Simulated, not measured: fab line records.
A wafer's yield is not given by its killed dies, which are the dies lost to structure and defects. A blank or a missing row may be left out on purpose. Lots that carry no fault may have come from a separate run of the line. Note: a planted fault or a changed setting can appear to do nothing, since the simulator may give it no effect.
What tool caused it? + flow n5_finfet + Sampling: 23 lots, 69 wafers, 5 of 1938 route steps

WHAT THE GAUGES SHOWED, per wafer
N5_BEOL_M8_OCD_MEAS_38. Usual: 92.8 nm for trench_depth_nm, sd 1.3.
| lot  | measured     | on     | trench_depth_nm (nm) | flag |
|------|--------------|--------|----------------------|------|
| L074 | day 8 15:49  | ocd-02 | 92.2 91.8 90.7       |      |
| L077 | day 9 15:31  | ocd-02 | 94.1 92.9 91.5       |      |
| L075 | day 10 05:25 | ocd-01 | 93.9 92.8 92.9       |      |
| L078 | day 10 05:04 | ocd-01 | 91.8 92.3 95.1       |      |
| L076 | day 10 13:31 | ocd-01 | 93.5 92.2 92.2       |      |
| L080 | day 10 19:52 | ocd-01 | 90.8 95.0 93.1       |      |
| L079 | day 11 01:14 | ocd-02 | 95.3 94.0 91.1       |      |
| L081 | day 11 20:49 | ocd-01 | 93.4 90.9 93.4       |      |
| L083 | day 11 22:11 | ocd-01 | 94.0 92.0 94.9       |      |
| L082 | day 12 05:41 | ocd-02 | 95.7 90.8 94.5       |      |
| L084 | day 12 05:44 | ocd-01 | 93.2 92.4 92.9       |      |
| L085 | day 12 08:58 | ocd-02 | 92.7 92.7 91.4       |      |
| L086 | day 12 16:06 | ocd-02 | 93.7 95.0 93.9       |      |
| L088 | day 12 23:17 | ocd-02 | 93.1 94.1 93.5       |      |
| L087 | day 13 00:35 | ocd-02 | 92.2 93.5 92.0       |      |
| L089 | day 13 00:45 | ocd-01 | 91.3 92.9 92.7       |      |
| L090 | day 13 17:40 | ocd-01 | 89.5 94.9 93.6       |      |
| L091 | day 14 05:57 | ocd-02 | 94.0 93.6 93.3       |      |
| L092 | day 14 06:19 | ocd-01 | 90.4 96.1 94.3       |      |
| L093 | day 14 09:39 | ocd-01 | 92.1 91.8 92.6       |      |
| L095 | day 14 22:06 | ocd-01 | 94.2 94.1 94.4       |      |
| L096 | day 15 01:37 | ocd-02 | 91.5 93.9 92.8       |      |
| L097 | day 15 07:21 | ocd-01 | 91.2 91.6 93.5       |      |

WHICH TOOL RAN EACH LOT (tool, then ch and the chambers of the sampled wafers, then the start)
| lot  | N5_BEOL_M7_DEP_56               | N5_BEOL_M8_DESCUM_16               | N5_BEOL_M8_STRIP_19                | N5_BEOL_M8_ETCH_72                 |
|------|---------------------------------|------------------------------------|------------------------------------|------------------------------------|
| L074 | pecvd-04 ch 0,2, day 8 12:16    | rie_diel-01 ch 0,2,3, day 8 13:53  | rie_diel-01 ch 2,3, day 8 14:17    | rie_diel-03 ch 0,2,3, day 8 15:25  |
| L077 | pecvd-03 ch 0,1, day 9 09:17    | rie_diel-03 ch 0,2,3, day 9 12:38  | rie_diel-04 ch 1,3, day 9 13:01    | rie_diel-03 ch 0,1,3, day 9 15:07  |
| L075 | pecvd-04 ch 0,1, day 9 23:07    | rie_diel-03 ch 0,1,2, day 10 02:53 | rie_diel-01 ch 0,3, day 10 03:17   | rie_diel-01 ch 1,2,3, day 10 05:01 |
| L078 | pecvd-04 ch 0,1, day 10 00:20   | rie_diel-04 ch 0,2,3, day 10 02:58 | rie_diel-04 ch 0,1,2, day 10 03:22 | rie_diel-04 ch 0,2,3, day 10 04:40 |
| L076 | pecvd-04 ch 0,1, day 10 09:10   | rie_diel-01 ch 2,3, day 10 10:50   | rie_diel-01 ch 1,3, day 10 11:13   | rie_diel-04 ch 0,1, day 10 13:07   |
| L080 | pecvd-03 ch 1,2, day 10 14:45   | rie_diel-04 ch 2,3, day 10 17:15   | rie_diel-01 ch 2,3, day 10 17:38   | rie_diel-03 ch 2,3, day 10 19:28   |
| L079 | pecvd-04 ch 0,1, day 10 18:05   | rie_diel-01 ch 0,2,3, day 10 21:08 | rie_diel-01 ch 0,2,3, day 10 21:34 | rie_diel-03 ch 0,1,3, day 11 00:51 |
| L081 | pecvd-02 ch 0,1, day 11 17:12   | rie_diel-03 ch 1,2, day 11 19:17   | rie_diel-03 ch 1,2,3, day 11 19:44 | rie_diel-04 ch 1,3, day 11 20:25   |
| L083 | pecvd-02 ch 1,2, day 11 18:52   | rie_diel-03 ch 0,2, day 11 20:48   | rie_diel-01 ch 0,1,3, day 11 21:11 | rie_diel-03 ch 0,2,3, day 11 21:48 |
| L082 | pecvd-04 ch 0,1,2, day 11 21:16 | rie_diel-04 ch 2,3, day 12 01:25   | rie_diel-04 ch 0,2,3, day 12 01:47 | rie_diel-03 ch 0,2,3, day 12 05:17 |
| L084 | pecvd-04 ch 0,1,2, day 11 22:41 | rie_diel-03 ch 0,2,3, day 12 01:33 | rie_diel-04 ch 0,2,3, day 12 01:56 | rie_diel-04 ch 1,2, day 12 05:20   |
| L085 | pecvd-03 ch 0,1,2, day 12 02:06 | rie_diel-03 ch 2,3, day 12 06:30   | rie_diel-01 ch 1,2,3, day 12 07:00 | rie_diel-04 ch 0,1,2, day 12 08:34 |
| L086 | pecvd-03 ch 0,1,2, day 12 11:19 | rie_diel-04 ch 0,3, day 12 13:36   | rie_diel-03 ch 0,2,3, day 12 14:02 | rie_diel-01 ch 0,2,3, day 12 15:43 |
| L088 | pecvd-03 ch 1,2, day 12 18:46   | rie_diel-04 ch 2,3, day 12 21:53   | rie_diel-03 ch 0,1, day 12 22:16   | rie_diel-04 ch 2,3, day 12 22:54   |
| L087 | pecvd-03 ch 0,1, day 12 19:46   | rie_diel-04 ch 1,2,3, day 12 22:12 | rie_diel-04 ch 0,2,3, day 12 22:35 | rie_diel-04 ch 1,2,3, day 13 00:11 |
| L089 | pecvd-02 ch 0,2, day 12 21:32   | rie_diel-01 ch 0,1,2, day 12 22:56 | rie_diel-04 ch 1,2,3, day 12 23:25 | rie_diel-01 ch 0,1,2, day 13 00:22 |
| L090 | pecvd-02 ch 0,1,2, day 13 12:09 | rie_diel-04 ch 1,2,3, day 13 14:51 | rie_diel-04 ch 0,1,3, day 13 15:20 | rie_diel-03 ch 0,2,3, day 13 17:16 |
| L091 | pecvd-03 ch 0,1, day 14 01:59   | rie_diel-01 ch 0,2,3, day 14 04:18 | rie_diel-01 ch 0,1,3, day 14 04:49 | rie_diel-01 ch 0,3, day 14 05:33   |
| L092 | pecvd-04 ch 0,2, day 14 02:21   | rie_diel-01 ch 0,1,2, day 14 04:34 | rie_diel-03 ch 0,2,3, day 14 05:23 | rie_diel-03 ch 2,3, day 14 05:55   |
| L093 | pecvd-03 ch 0,1, day 14 04:17   | rie_diel-04 ch 0,1, day 14 06:28   | rie_diel-04 ch 1,2, day 14 06:50   | rie_diel-01 ch 1,2, day 14 09:15   |
| L095 | pecvd-03 ch 0,1,2, day 14 16:26 | rie_diel-04 ch 0,2,3, day 14 19:54 | rie_diel-01 ch 0,1, day 14 20:19   | rie_diel-03 ch 0,1,3, day 14 21:43 |
| L096 | pecvd-02 ch 0,1,2, day 14 19:53 | rie_diel-03 ch 0,1,3, day 14 23:35 | rie_diel-01 ch 0,1,2, day 15 00:05 | rie_diel-01 ch 0,2,3, day 15 01:13 |
| L097 | pecvd-03 ch 0,1,2, day 15 00:44 | rie_diel-03 ch 0,1, day 15 02:59   | rie_diel-01 ch 2,3, day 15 03:25   | rie_diel-04 ch 0,1,2, day 15 06:58 |
- N5_BEOL_M7_DEP_56: deposits SiCN from 3MS/NH3, target thk 10 nm, time 17.5 s.
- N5_BEOL_M8_DESCUM_16: chemistry O2, time 7.9 s.
- N5_BEOL_M8_STRIP_19: strips in O2.
- N5_BEOL_M8_ETCH_72: etches underlayer in N2/H2, target depth 6.5 nm, time 5.2 s.

WHAT THE TOOLS THEMSELVES READ (means of the sampled wafers that have a number; where no wafer has one, the mark that the record gives instead)
N5_BEOL_M7_DEP_56. Usual: rf_fwd_power_W 199.6 W, standard deviation 1; showerhead_plenum_p_Torr 3.658 Torr, standard deviation 0.0096; throttle_valve_pct 8.9 %, standard deviation 0.44.
| lot  | tool     | rf_fwd_power_W (W) | showerhead_plenum_p_Torr (Torr) | throttle_valve_pct (%) | flag |
|------|----------|--------------------|---------------------------------|------------------------|------|
| L074 | pecvd-04 | 199.3              | 3.659                           | 9.3                    |      |
| L077 | pecvd-03 | 199.1              | 3.657                           | 8.8                    |      |
| L075 | pecvd-04 | 200.8              | 3.657                           | 9.3                    |      |
| L078 | pecvd-04 | 200.3              | 3.654                           | 9.5                    |      |
| L076 | pecvd-04 | 200.7              | 3.656                           | 9.2                    |      |
| L080 | pecvd-03 | 199.9              | 3.649                           | 8.7                    |      |
| L079 | pecvd-04 | 200.3              | 3.655                           | 9.3                    |      |
| L081 | pecvd-02 | 199.9              | 3.654                           | 9.5                    |      |
| L083 | pecvd-02 | 199.3              | 3.677                           | 9.1                    |      |
| L082 | pecvd-04 | 199.5              | 3.653                           | 9.0                    |      |
| L084 | pecvd-04 | 199.4              | 3.659                           | 9.0                    |      |
| L085 | pecvd-03 | 199.6              | 3.651                           | 8.7                    |      |
| L086 | pecvd-03 | 199.7              | 3.657                           | 8.7                    |      |
| L088 | pecvd-03 | 199.4              | 3.663                           | 8.6                    |      |
| L087 | pecvd-03 | 200.0              | 3.663                           | 8.7                    |      |
| L089 | pecvd-02 | 199.9              | 3.648                           | 9.2                    |      |
| L090 | pecvd-02 | 199.7              | 3.657                           | 9.0                    |      |
| L091 | pecvd-03 | 199.9              | 3.660                           | 8.8                    |      |
| L092 | pecvd-04 | 198.2              | 3.655                           | 8.7                    |      |
| L093 | pecvd-03 | 199.9              | 3.657                           | 8.8                    |      |
| L095 | pecvd-03 | 199.8              | 3.654                           | 8.7                    |      |
| L096 | pecvd-02 | 198.9              | 3.666                           | 9.1                    |      |
| L097 | pecvd-03 | 199.9              | 3.661                           | 8.8                    |      |

N5_BEOL_M8_DESCUM_16. Usual: drypump_motor_current_A 5.9 A, standard deviation 0.42; oes_product_au 0.81 a.u., standard deviation 0.11; rf_fwd_power_W 49.39 W, standard deviation 0.24; rf_vpp_V 243.2 V, standard deviation 1.1; showerhead_plenum_p_Torr 2.09 Torr, standard deviation 0.053; throttle_valve_pct 20.43 %, standard deviation 0.24.
| lot  | tool        | drypump_motor_current_A (A) | oes_product_au (a.u.) | rf_fwd_power_W (W) | rf_vpp_V (V) | showerhead_plenum_p_Torr (Torr) | throttle_valve_pct (%) | flag |
|------|-------------|-----------------------------|-----------------------|--------------------|--------------|---------------------------------|------------------------|------|
| L074 | rie_diel-01 | 6.1                         | 0.84                  | 49.32              | 244.5        | 2.15                            | 20.42                  |      |
| L077 | rie_diel-03 | 5.8                         | 0.69                  | 49.43              | 242.6        | 2.09                            | 20.51                  |      |
| L075 | rie_diel-03 | 5.8                         | 0.77                  | 49.24              | 244.0        | 2.09                            | 20.46                  |      |
| L078 | rie_diel-04 | 5.6                         | 0.78                  | 49.29              | 241.4        | 2.06                            | 20.44                  |      |
| L076 | rie_diel-01 | 6.0                         | 0.78                  | 49.32              | 243.7        | 2.10                            | 20.38                  |      |
| L080 | rie_diel-04 | 5.4                         | 0.78                  | 49.14              | 243.0        | 2.06                            | 20.52                  |      |
| L079 | rie_diel-01 | 6.1                         | 0.80                  | 49.45              | 244.0        | 2.14                            | 20.45                  |      |
| L081 | rie_diel-03 | 5.9                         | 0.76                  | 49.29              | 242.4        | 2.06                            | 20.56                  |      |
| L083 | rie_diel-03 | 5.6                         | 0.91                  | 49.45              | 244.0        | 2.12                            | 20.22                  |      |
| L082 | rie_diel-04 | 5.8                         | 0.82                  | 49.26              | 242.7        | 2.05                            | 20.37                  |      |
| L084 | rie_diel-03 | 5.8                         | 0.88                  | 49.47              | 242.7        | 2.09                            | 20.26                  |      |
| L085 | rie_diel-03 | 6.1                         | 0.86                  | 49.49              | 242.6        | 2.06                            | 20.31                  |      |
| L086 | rie_diel-04 | 5.6                         | 0.93                  | 49.13              | 241.8        | 2.06                            | 20.12                  |      |
| L088 | rie_diel-04 | 5.5                         | 0.76                  | 49.28              | 242.8        | 2.06                            | 20.55                  |      |
| L087 | rie_diel-04 | 5.6                         | 0.78                  | 49.26              | 243.3        | 2.09                            | 20.55                  |      |
| L089 | rie_diel-01 | 6.4                         | 0.75                  | 49.62              | 242.6        | 2.11                            | 20.49                  |      |
| L090 | rie_diel-04 | 5.6                         | 0.77                  | 49.40              | 242.0        | 2.09                            | 20.55                  |      |
| L091 | rie_diel-01 | 6.1                         | 0.77                  | 49.51              | 243.9        | 2.13                            | 20.49                  |      |
| L092 | rie_diel-01 | 6.3                         | 0.74                  | 49.45              | 243.6        | 2.11                            | 20.51                  |      |
| L093 | rie_diel-04 | 5.5                         | 0.85                  | 49.25              | 243.8        | 2.09                            | 20.30                  |      |
| L095 | rie_diel-04 | 5.5                         | 0.82                  | 49.19              | 242.4        | 2.05                            | 20.35                  |      |
| L096 | rie_diel-03 | 5.9                         | 0.90                  | 49.25              | 243.5        | 2.07                            | 20.22                  |      |
| L097 | rie_diel-03 | 5.8                         | 0.89                  | 49.40              | 243.0        | 2.07                            | 20.30                  |      |

N5_BEOL_M8_STRIP_19. Usual: drypump_motor_current_A 5.9 A, standard deviation 0.43; oes_product_au 0.80 a.u., standard deviation 0.095; rf_vpp_V 3.6 V, standard deviation 0.61; showerhead_plenum_p_Torr 2.10 Torr, standard deviation 0.055; throttle_valve_pct 16.70 %, standard deviation 0.24.
| lot  | tool        | drypump_motor_current_A (A) | oes_product_au (a.u.) | rf_vpp_V (V) | showerhead_plenum_p_Torr (Torr) | throttle_valve_pct (%) | flag |
|------|-------------|-----------------------------|-----------------------|--------------|---------------------------------|------------------------|------|
| L074 | rie_diel-01 | 6.0                         | 0.79                  | 3.4          | 2.11                            | 16.59                  |      |
| L077 | rie_diel-04 | 5.8                         | 0.82                  | 3.7          | 2.14                            | 16.72                  |      |
| L075 | rie_diel-01 | 6.2                         | 0.84                  | 3.5          | 2.16                            | 16.74                  |      |
| L078 | rie_diel-04 | 5.4                         | 0.71                  | 3.2          | 2.11                            | 16.87                  |      |
| L076 | rie_diel-01 | 6.4                         | 0.75                  | 3.3          | 2.08                            | 16.86                  |      |
| L080 | rie_diel-01 | 6.0                         | 0.79                  | 3.2          | 2.12                            | 16.69                  |      |
| L079 | rie_diel-01 | 6.2                         | 0.81                  | 3.8          | 2.14                            | 16.66                  |      |
| L081 | rie_diel-03 | 6.0                         | 0.86                  | 3.4          | 2.06                            | 16.62                  |      |
| L083 | rie_diel-01 | 6.4                         | 0.79                  | 3.1          | 2.13                            | 16.81                  |      |
| L082 | rie_diel-04 | 5.5                         | 0.86                  | 3.6          | 2.06                            | 16.55                  |      |
| L084 | rie_diel-04 | 5.5                         | 0.86                  | 3.6          | 2.06                            | 16.56                  |      |
| L085 | rie_diel-01 | 6.2                         | 0.75                  | 3.2          | 2.09                            | 16.77                  |      |
| L086 | rie_diel-03 | 5.8                         | 0.86                  | 3.9          | 2.09                            | 16.52                  |      |
| L088 | rie_diel-03 | 5.7                         | 0.94                  | 3.2          | 2.11                            | 16.38                  |      |
| L087 | rie_diel-04 | 5.6                         | 0.84                  | 3.6          | 2.06                            | 16.57                  |      |
| L089 | rie_diel-04 | 5.6                         | 0.77                  | 3.9          | 2.09                            | 16.79                  |      |
| L090 | rie_diel-04 | 5.7                         | 0.85                  | 3.4          | 2.09                            | 16.56                  |      |
| L091 | rie_diel-01 | 6.4                         | 0.77                  | 3.8          | 2.12                            | 16.85                  |      |
| L092 | rie_diel-03 | 5.8                         | 0.85                  | 3.9          | 2.08                            | 16.55                  |      |
| L093 | rie_diel-04 | 5.3                         | 0.70                  | 3.6          | 2.09                            | 17.00                  |      |
| L095 | rie_diel-01 | 6.5                         | 0.77                  | 3.6          | 2.15                            | 16.85                  |      |
| L096 | rie_diel-01 | 6.3                         | 0.73                  | 3.5          | 2.11                            | 16.78                  |      |
| L097 | rie_diel-01 | 6.0                         | 0.73                  | 3.3          | 2.09                            | 16.69                  |      |

N5_BEOL_M8_ETCH_72. Usual: drypump_motor_current_A 5.9 A, standard deviation 0.39; etch_rf_on_time_s 5.22 s, standard deviation 0.083; h2_flow_sccm 200.0 sccm, standard deviation 0.56; oes_product_au 0.68 a.u., standard deviation 0.09; rf_fwd_power_W 819.5 W, standard deviation 2.6; rf_vpp_V 524.0 V, standard deviation 2.2; showerhead_plenum_p_Torr 2.55 Torr, standard deviation 0.062; throttle_valve_pct 17.93 %, standard deviation 0.24.
| lot  | tool        | drypump_motor_current_A (A) | etch_rf_on_time_s (s) | h2_flow_sccm (sccm) | oes_product_au (a.u.) | rf_fwd_power_W (W) | rf_vpp_V (V) | showerhead_plenum_p_Torr (Torr) | throttle_valve_pct (%) | flag |
|------|-------------|-----------------------------|-----------------------|---------------------|-----------------------|--------------------|--------------|---------------------------------|------------------------|------|
| L074 | rie_diel-03 | 5.8                         | 5.29                  | 199.9               | 0.59                  | 817.6              | 524.5        | 2.55                            | 17.97                  |      |
| L077 | rie_diel-03 | 5.9                         | 5.23                  | 200.2               | 0.66                  | 818.5              | 523.5        | 2.54                            | 17.90                  |      |
| L075 | rie_diel-01 | 6.2                         | 5.22                  | 199.7               | 0.65                  | 819.1              | 523.1        | 2.54                            | 18.00                  |      |
| L078 | rie_diel-04 | 5.5                         | 5.18                  | 200.6               | 0.66                  | 819.9              | 522.6        | 2.51                            | 17.95                  |      |
| L076 | rie_diel-04 | 5.6                         | 5.29                  | 200.0               | 0.63                  | 818.2              | 524.3        | 2.60                            | 18.17                  |      |
| L080 | rie_diel-03 | 6.0                         | 5.17                  | 199.1               | 0.77                  | 819.8              | 522.6        | 2.51                            | 17.71                  |      |
| L079 | rie_diel-03 | 5.9                         | 5.17                  | 199.9               | 0.74                  | 821.1              | 524.0        | 2.54                            | 17.77                  |      |
| L081 | rie_diel-04 | 5.9                         | 5.18                  | 200.2               | 0.72                  | 818.9              | 523.3        | 2.54                            | 17.89                  |      |
| L083 | rie_diel-03 | 5.8                         | 5.18                  | 200.1               | 0.77                  | 820.1              | 524.7        | 2.54                            | 17.70                  |      |
| L082 | rie_diel-03 | 5.8                         | 5.17                  | 200.1               | 0.75                  | 818.9              | 523.4        | 2.54                            | 17.71                  |      |
| L084 | rie_diel-04 | 5.3                         | 5.22                  | 199.2               | 0.61                  | 821.1              | 523.5        | 2.55                            | 18.20                  |      |
| L085 | rie_diel-04 | 5.4                         | 5.24                  | 200.3               | 0.68                  | 817.5              | 523.4        | 2.55                            | 18.02                  |      |
| L086 | rie_diel-01 | 6.2                         | 5.16                  | 200.1               | 0.68                  | 819.8              | 525.1        | 2.59                            | 17.93                  |      |
| L088 | rie_diel-04 | 5.7                         | 5.22                  | 200.1               | 0.69                  | 821.7              | 523.3        | 2.49                            | 17.87                  |      |
| L087 | rie_diel-04 | 5.7                         | 5.19                  | 199.8               | 0.65                  | 820.3              | 524.0        | 2.54                            | 18.05                  |      |
| L089 | rie_diel-01 | 6.3                         | 5.26                  | 200.2               | 0.63                  | 820.2              | 524.8        | 2.57                            | 18.04                  |      |
| L090 | rie_diel-03 | 5.8                         | 5.18                  | 200.3               | 0.73                  | 818.5              | 523.8        | 2.53                            | 17.74                  |      |
| L091 | rie_diel-01 | 6.4                         | 5.22                  | 200.2               | 0.68                  | 819.9              | 526.3        | 2.64                            | 17.99                  |      |
| L092 | rie_diel-03 | 6.1                         | 5.17                  | 200.2               | 0.72                  | 820.6              | 523.3        | 2.49                            | 17.76                  |      |
| L093 | rie_diel-01 | 6.4                         | 5.23                  | 200.1               | 0.60                  | 820.8              | 523.5        | 2.51                            | 18.14                  |      |
| L095 | rie_diel-03 | 5.9                         | 5.12                  | 199.8               | 0.78                  | 816.2              | 522.9        | 2.52                            | 17.67                  |      |
| L096 | rie_diel-01 | 6.2                         | 5.31                  | 199.7               | 0.64                  | 818.4              | 525.1        | 2.58                            | 17.95                  |      |
| L097 | rie_diel-04 | 5.4                         | 5.28                  | 200.1               | 0.65                  | 818.5              | 523.2        | 2.54                            | 18.03                  |      |

THE ANSWER, worked out from the rows above alone
Rule: lot off if the mean of its wafers having a number is beyond 3 standard deviations from the usual mean. A lot without any number at a reading at which 4 lots or more have one is off too. All remaining lots with rows at the step are treated as sound. First the gauges in route order, then the tools' own readings, where a lot's mean is used as printed above. The first step at which some lot is off is used, and at that step the reading that is off furthest; a lot without a number counts as furthest.
Across all readings shown, no lot is off: no conclusion can be drawn from this.

WHAT THE SIMULATOR HAD PUT IN
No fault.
